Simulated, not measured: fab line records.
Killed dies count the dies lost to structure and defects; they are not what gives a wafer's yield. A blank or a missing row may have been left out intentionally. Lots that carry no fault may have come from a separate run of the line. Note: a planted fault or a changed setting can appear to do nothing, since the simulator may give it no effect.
Struck lot and sound lot, side by side + flow nand harc + 38 out of 1302 route steps
Sound: wafers L789.1, L789.3, L789.6. Wafers struck: L782.2, L782.4, L782.5. The cause is given at the end.
Order at every step that has rows: each side's tool, ch and its chambers, its first start. Under that, the readings that differ: sound wafers + struck wafers + difference of the means + sigmas: that difference in standard deviations of wafers without a fault.
alike: readings with means less than 2 such deviations apart, plus words and numbers identical on both sides. not compared: withheld readings, readings lacking a value on some wafer, bounds such as >300 that could conceal the same value, and numbers that have no deviation in the record and whose values overlap.
Wherever a step has rows on one side only, a row that says differs or no value, or a row with sigmas, the two part there. Numbers that don't overlap but have no deviation are shown without sigmas and don't part them. Lack of a reading on every wafer of one side parts them only where that side has two or more wafers.

first, 2 steps without rows for these wafers: NHARC_A_SOURCE_PLATE_SRD_01; NHARC_A_SOURCE_PLATE_OXIDE_02 (material SiO2, target thk 10 nm, ox time 1362 s).
NHARC_A_SOURCE_PLATE_THK_MEAS_09: measures by ellipsometry.
  sound on film metro-01, day 13 07:44; struck on film metro-02, day 10 06:19
  alike: thk nm
then, 3 steps without rows for these wafers: NHARC_A_SOURCE_PLATE_PVD_04 (deposits WSi2, target thk 50 nm); NHARC_A_SOURCE_PLATE_CVD_03 (deposits poly-Si, target thk 200 nm, time 4000 s); NHARC_A_SOURCE_PLATE_ANNEAL_05 (time 1800 s).
NHARC_A_SOURCE_PLATE_THK_MEAS_06: measures by ellipsometry.
  sound on film metro-01, day 13 21:05; struck on film metro-01, day 10 19:42
  alike: thk nm
NHARC_A_SOURCE_PLATE_INSPECT_08:
  sound on defect inspect-02, day 13 21:10; struck on defect inspect-01, day 10 19:46
  alike: raw defect count
following that, 1 step holds no rows for these wafers, namely NHARC_A_ONON_D1_DEP_00 (target thickness 1000 nm).
NHARC_A_ONON_D1_THK_MEAS_02: measures by ellipsometry.
  sound on film metro-01, day 13 21:44; struck on film metro-01, day 10 20:20
| reading     | sound       | struck         | difference | sigmas |
|-------------|-------------|----------------|------------|--------|
| thk nm (nm) | 978 978 977 | 1014 1013 1014 | +36        | +3     |
NHARC_A_ONON_D1_DEP_03: target thk 1000 nm.
  sound on pecvd onon-04 ch 0, day 13 21:47; struck on pecvd onon-04 ch 0, day 10 20:27
  alike: nh3 flow sccm
NHARC_A_ONON_D1_THK_MEAS_05: measures by ellipsometry.
  sound on film metro-02, day 13 22:18; struck on film metro-01, day 10 20:54
  alike: thk nm
following that, 1 step holds no rows for these wafers, namely NHARC_A_ONON_D1_DEP_06 (target thickness 1000 nm).
NHARC_A_ONON_D1_THK_MEAS_08: measures by ellipsometry.
  sound on film metro-01, day 13 22:52; struck on film metro-01, day 10 21:28
  alike: thk nm
following that, 1 step holds no rows for these wafers, namely NHARC_A_ONON_D1_DEP_09 (target thickness 1000 nm).
NHARC_A_ONON_D1_THK_MEAS_11: measures by ellipsometry.
  sound on film metro-02, day 13 23:26; struck on film metro-01, day 10 22:02
  alike: thk nm
following that, 1 step holds no rows for these wafers, namely NHARC_A_ONON_D1_DEP_12 (target thickness 1000 nm).
NHARC_A_ONON_D1_THK_MEAS_14: measures by ellipsometry.
  sound on film metro-01, day 14 00:00; struck on film metro-02, day 10 22:36
  alike: thk nm
then, 2 steps without rows for these wafers: NHARC_A_ONON_D1_ANNEAL_15 (time 3600 s); NHARC_A_ONON_D1_DEP_16 (target thk 1000 nm).
NHARC_A_ONON_D1_THK_MEAS_18: measures by ellipsometry.
  sound on film metro-01, day 14 08:55; struck on film metro-01, day 11 09:59
  alike: thk nm
following that, 1 step holds no rows for these wafers, namely NHARC_A_ONON_D1_DEP_19 (target thickness 1000 nm).
NHARC_A_ONON_D1_THK_MEAS_21: measures by ellipsometry.
  sound on film metro-01, day 14 09:49; struck on film metro-02, day 11 10:34
  alike: thk nm
following that, 1 step holds no rows for these wafers, namely NHARC_A_ONON_D1_DEP_22 (target thickness 1000 nm).
NHARC_A_ONON_D1_THK_MEAS_24: measures by ellipsometry.
  sound on film metro-01, day 14 10:23; struck on film metro-02, day 11 11:07
  alike: thk nm
following that, 1 step holds no rows for these wafers, namely NHARC_A_ONON_D1_DEP_25 (target thickness 1000 nm).
NHARC_A_ONON_D1_THK_MEAS_27: measures by ellipsometry.
  sound on film metro-02, day 14 10:57; struck on film metro-02, day 11 11:41
  alike: thk nm
following that, 1 step holds no rows for these wafers, namely NHARC_A_ONON_D1_DEP_28 (target thickness 1000 nm).
NHARC_A_ONON_D1_THK_MEAS_30: measures by ellipsometry.
  sound on film metro-01, day 14 11:31; struck on film metro-02, day 11 12:16
  alike: thk nm
NHARC_A_ONON_D1_DEP_33: deposits SiO2, target thk 200 nm.
  sound on pecvd-04 ch 1,2, day 14 11:37; struck on pecvd-04 ch 0,1,2, day 11 12:19
  alike: heater power w, throttle valve pct
NHARC_A_ONON_D1_THK_MEAS_34: measures by ellipsometry.
  sound on film metro-01, day 14 11:59; struck on film metro-01, day 11 12:46
  alike: thk nm
NHARC_A_CHANNEL_HOLE_D1_DEP_00: deposits aC, target thk 3100 nm.
  sound on acl dep-01 ch 0, day 14 12:58; struck on acl dep-03 ch 0, day 11 15:35
  alike: throttle valve pct
NHARC_A_CHANNEL_HOLE_D1_DEP_01: deposits SiON, target thk 140 nm.
  sound on pecvd-03 ch 1,2, day 14 14:55; struck on pecvd-04 ch 1,2, day 11 17:12
  alike: heater power w
then, 4 steps without rows for these wafers: NHARC_A_CHANNEL_HOLE_D1_DEHYDRATE_02 (time 120 s); NHARC_A_CHANNEL_HOLE_D1_HMDS_03 (time 30 s); NHARC_A_CHANNEL_HOLE_D1_COAT_36 (time 75 s); NHARC_A_CHANNEL_HOLE_D1_COAT_37 (time 65 s).
-- record jumps: 16 days between struck wafers' starts before vs after; left off in module A_CHANNEL_HOLE_D1, resumes in module END, first step shown is number 1302 of the route --
NHARC_END_SORT_01:
  at this point the record logs the struck wafers (prober-02 ch 0, day 27 07:26) and has no rows for the sound ones

WHERE THEY PART
Earliest at NHARC_A_ONON_D1_THK_MEAS_02; latest, in this record, at NHARC_END_SORT_01.

WHY: whatever the simulator had introduced
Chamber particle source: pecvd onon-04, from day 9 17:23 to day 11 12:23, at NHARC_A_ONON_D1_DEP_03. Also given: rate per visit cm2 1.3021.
